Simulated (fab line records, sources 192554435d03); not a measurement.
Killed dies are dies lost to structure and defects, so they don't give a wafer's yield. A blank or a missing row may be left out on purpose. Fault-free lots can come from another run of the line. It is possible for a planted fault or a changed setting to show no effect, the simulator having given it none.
Split-lot study / flow n5 finfet / 21 wafers read from 7 lots, route of 1938 steps

## THE SPLIT
At N5_BEOL_M2_ETCH_69 (etches SiARC in CF4, target depth 15.6 nm, time 26 s), the setting bias w was moved away from the recipe's 36 W on 8 of the 21 wafers read, by -16.5% to +11.7%. The other wafers ran this setting at the recipe's value.

The reading is taken at the split's own step.

## THE READING
rf vpp V, in V, at N5_BEOL_M2_ETCH_69 (etches SiARC in CF4, target depth 15.6 nm, time 26 s). A value of 183.7 V with a standard deviation of 1.1 V is what fault-free wafers of this fab line usually give.

wafer=L075.1; tool, chamber at the split=rie diel-01, 1; bias w as run, W=36; against the recipe=recipe; rf vpp V, V=183.6; against lot-mates on the recipe=-
wafer=L075.3; tool, chamber at the split=rie diel-01, 2; bias w as run, W=36; against the recipe=recipe; rf vpp V, V=185.3; against lot-mates on the recipe=-
wafer=L075.4; tool, chamber at the split=rie diel-01, 3; bias w as run, W=36; against the recipe=recipe; rf vpp V, V=182.6; against lot-mates on the recipe=-
wafer=L076.1; tool, chamber at the split=rie diel-06, 0; bias w as run, W=36; against the recipe=recipe; rf vpp V, V=183.2; against lot-mates on the recipe=-
wafer=L076.2; tool, chamber at the split=rie diel-06, 1; bias w as run, W=36; against the recipe=recipe; rf vpp V, V=182.8; against lot-mates on the recipe=-
wafer=L076.6; tool, chamber at the split=rie diel-06, 2; bias w as run, W=36; against the recipe=recipe; rf vpp V, V=182.5; against lot-mates on the recipe=-
wafer=L077.2; tool, chamber at the split=rie diel-01, 1; bias w as run, W=30.05; against the recipe=-16.5%; rf vpp V, V=164.0; against lot-mates on the recipe=-18.4
wafer=L077.5; tool, chamber at the split=rie diel-01, 2; bias w as run, W=30.05; against the recipe=-16.5%; rf vpp V, V=163.8; against lot-mates on the recipe=-18.6
wafer=L077.6; tool, chamber at the split=rie diel-01, 1; bias w as run, W=36; against the recipe=recipe; rf vpp V, V=182.4; against lot-mates on the recipe=-
wafer=L080.4; tool, chamber at the split=rie diel-01, 0; bias w as run, W=38.54; against the recipe=+7.1%; rf vpp V, V=192.1; against lot-mates on the recipe=+8.1
wafer=L080.5; tool, chamber at the split=rie diel-01, 2; bias w as run, W=38.54; against the recipe=+7.1%; rf vpp V, V=193.1; against lot-mates on the recipe=+9.1
wafer=L080.6; tool, chamber at the split=rie diel-01, 3; bias w as run, W=36; against the recipe=recipe; rf vpp V, V=184.0; against lot-mates on the recipe=-
wafer=L087.1; tool, chamber at the split=rie diel-06, 3; bias w as run, W=36; against the recipe=recipe; rf vpp V, V=182.5; against lot-mates on the recipe=-
wafer=L087.2; tool, chamber at the split=rie diel-06, 2; bias w as run, W=30.13; against the recipe=-16.3%; rf vpp V, V=164.1; against lot-mates on the recipe=-18.4
wafer=L087.4; tool, chamber at the split=rie diel-06, 1; bias w as run, W=30.13; against the recipe=-16.3%; rf vpp V, V=164.8; against lot-mates on the recipe=-17.7
wafer=L089.2; tool, chamber at the split=rie diel-01, 2; bias w as run, W=36; against the recipe=recipe; rf vpp V, V=184.4; against lot-mates on the recipe=-
wafer=L089.3; tool, chamber at the split=rie diel-01, 0; bias w as run, W=36; against the recipe=recipe; rf vpp V, V=181.2; against lot-mates on the recipe=-
wafer=L089.5; tool, chamber at the split=rie diel-01, 1; bias w as run, W=32.24; against the recipe=-10.4%; rf vpp V, V=171.4; against lot-mates on the recipe=-11.4
wafer=L090.1; tool, chamber at the split=rie diel-01, 1; bias w as run, W=40.21; against the recipe=+11.7%; rf vpp V, V=199.0; against lot-mates on the recipe=+15.9
wafer=L090.2; tool, chamber at the split=rie diel-01, 2; bias w as run, W=36; against the recipe=recipe; rf vpp V, V=184.9; against lot-mates on the recipe=-
wafer=L090.4; tool, chamber at the split=rie diel-01, 0; bias w as run, W=36; against the recipe=recipe; rf vpp V, V=181.2; against lot-mates on the recipe=-

THE FIT
A straight line over all 21 wafers: rf vpp V changes by +1.2 V for each +1% of bias w; r = +0.99; the points scatter about the line by 1.2 V.
The same after taking each lot's own level away (the mean of its wafers on the recipe; 21 wafers): +1.15 V for each +1%; r = +0.99; scatter 1.1 V.
On that fit, the largest move of bias w shifts the reading by 19 V.
The lots' own levels span 182.40 to 184.00 V, that is 1.5 times the standard deviation above.
Consequently the slope shifts little with the lot-to-lot level, the two slopes agreeing.
Check: -18.8 V against its lot-mates is what the line predicts for one of the wafers moved furthest among these (-16.5%) when that wafer is left out of the fit. It came out at -18.4 V against them.
Tool readings at the split's step, against how far the setting was moved: rf vpp V r = +0.99.

## THESE WAFERS: OTHER SPLITS
Note: prior to the reading, these wafers also went through further splits. Each is held against what the fit with the lots' levels taken away leaves over:
other split on the same wafers=N5_MOL_CONTACT_COAG_COAT_76 spin rpm; wafers away from the commonest value=7; r with rf vpp V (lot level and that fit taken away)=+0.03
other split on the same wafers=N5_BEOL_M0_SAQP_DESCUM_19 time s; wafers away from the commonest value=7; r with rf vpp V (lot level and that fit taken away)=-0.04
other split on the same wafers=N5_BEOL_M0_SAQP_DESCUM_45 time s; wafers away from the commonest value=5; r with rf vpp V (lot level and that fit taken away)=+0.22

## FILE'S OWN FIT
rf vpp V changes by +1.16 V for each +1% of bias w, r = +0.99.
